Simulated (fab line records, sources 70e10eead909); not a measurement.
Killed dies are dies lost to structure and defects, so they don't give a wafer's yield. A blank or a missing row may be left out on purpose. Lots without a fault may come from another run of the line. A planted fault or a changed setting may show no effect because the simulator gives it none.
Which tool did it? | flow nand_harc | 12 lots, 36 wafers sampled, at 5 steps of a route of 1302

WHAT THE GAUGES READ, wafer by wafer
NHARC_P_BONDPAD_CD_MEAS_09: target cd 500 nm.
lot  | measured     | on        | cd_nm (nm)
L075 | day 7 01:46  | cd_sem-03 | 500.7 499.6 503.9
L078 | day 8 08:45  | cd_sem-02 | 497.9 503.3 500.9
L079 | day 8 21:55  | cd_sem-02 | 503.3 501.3 502.9
L080 | day 9 13:24  | cd_sem-02 | 499.1 492.3 494.7
L083 | day 10 09:19 | cd_sem-03 | 502.4 498.4 500.5
L085 | day 11 09:40 | cd_sem-01 | 497.7 499.8 505.5
L087 | day 12 12:31 | cd_sem-02 | 503.7 503.5 504.3
L089 | day 12 18:04 | cd_sem-02 | 498.8 499.3 503.0
L091 | day 13 19:24 | cd_sem-02 | 500.7 496.4 501.5
L093 | day 14 20:43 | cd_sem-02 | 498.7 500.3 498.8
L095 | day 15 15:14 | cd_sem-01 | 497.9 499.6 494.6
L097 | day 16 00:05 | cd_sem-02 | 499.0 499.7 503.4

WHICH TOOL RAN EACH LOT (tool, then ch and the chambers of the sampled wafers, then the start)
lot  | NHARC_P_M0_DEGAS_28          | NHARC_P_M0_CMP_23             | NHARC_P_M1_STRIP_18                | NHARC_P_M2_DEGAS_29
L075 | pvd_sputter-03, day 6 13:49  | cmp-02 ch 0,1,3, day 6 14:56  | rie_diel-03 ch 1,2, day 6 17:22    | pvd_sputter-02, day 6 22:28
L078 | pvd_sputter-01, day 7 21:19  | cmp-02 ch 1,2,3, day 7 22:31  | rie_diel-03 ch 2,3, day 8 00:44    | pvd_sputter-01, day 8 05:33
L079 | pvd_sputter-01, day 8 10:11  | cmp-03 ch 1,2,3, day 8 11:19  | rie_diel-10 ch 0,1,2, day 8 13:38  | pvd_sputter-03, day 8 18:30
L080 | pvd_sputter-01, day 9 01:34  | cmp-02 ch 1,3, day 9 02:40    | rie_diel-04 ch 2,3, day 9 05:03    | pvd_sputter-03, day 9 09:56
L083 | pvd_sputter-03, day 9 21:52  | cmp-04 ch 2,3, day 9 22:56    | rie_diel-04 ch 1,2,3, day 10 01:17 | pvd_sputter-03, day 10 06:07
L085 | pvd_sputter-02, day 10 22:05 | cmp-02 ch 0,2,3, day 10 23:12 | rie_diel-03 ch 0,1,3, day 11 01:34 | pvd_sputter-01, day 11 06:20
L087 | pvd_sputter-02, day 12 00:35 | cmp-02 ch 0,1,2, day 12 01:46 | rie_diel-03 ch 0,1,2, day 12 04:11 | pvd_sputter-03, day 12 09:11
L089 | pvd_sputter-03, day 12 05:46 | cmp-04 ch 0,2,3, day 12 06:50 | rie_diel-03 ch 1,2,3, day 12 09:39 | pvd_sputter-01, day 12 14:42
L091 | pvd_sputter-02, day 13 07:48 | cmp-03 ch 0,1,3, day 13 08:59 | rie_diel-03 ch 1,2, day 13 11:13   | pvd_sputter-01, day 13 16:04
L093 | pvd_sputter-02, day 14 08:58 | cmp-03 ch 0,1,2, day 14 10:05 | rie_diel-03 ch 0,3, day 14 12:25   | pvd_sputter-02, day 14 17:14
L095 | pvd_sputter-02, day 15 03:39 | cmp-04 ch 1,2,3, day 15 04:49 | rie_diel-03 ch 1,2, day 15 07:06   | pvd_sputter-02, day 15 12:02
L097 | pvd_sputter-02, day 15 12:29 | cmp-03 ch 0,3, day 15 13:34   | rie_diel-03 ch 0,1,2, day 15 16:02 | pvd_sputter-02, day 15 20:45
- NHARC_P_M0_DEGAS_28: time 60 s.
- NHARC_P_M0_CMP_23: polishes, t overpolish 20 s, target thk 117.54 nm.
- NHARC_P_M1_STRIP_18: strips in N2/H2.
- NHARC_P_M2_DEGAS_29: time 60 s.

THE ANSWER, worked out from the rows above alone
Rule: what is usual is taken from the lots themselves. Put in order of their means at a reading, lots are off if they are a third of the lots or fewer, leave a main group of 4 or more, and stand apart from it by a gap of 3 or more times the standard deviation of the main group's means; of several such gaps the widest counts. A main group whose means are all the same, to the digits that the tables above print for the reading, isn't used. A lot without any number at a reading at which 4 lots or more have one is off too. The other lots that the step has rows for count as sound.
No lot is off at any reading shown: from this, nothing can be told.

WHAT THE SIMULATOR HAD PUT IN
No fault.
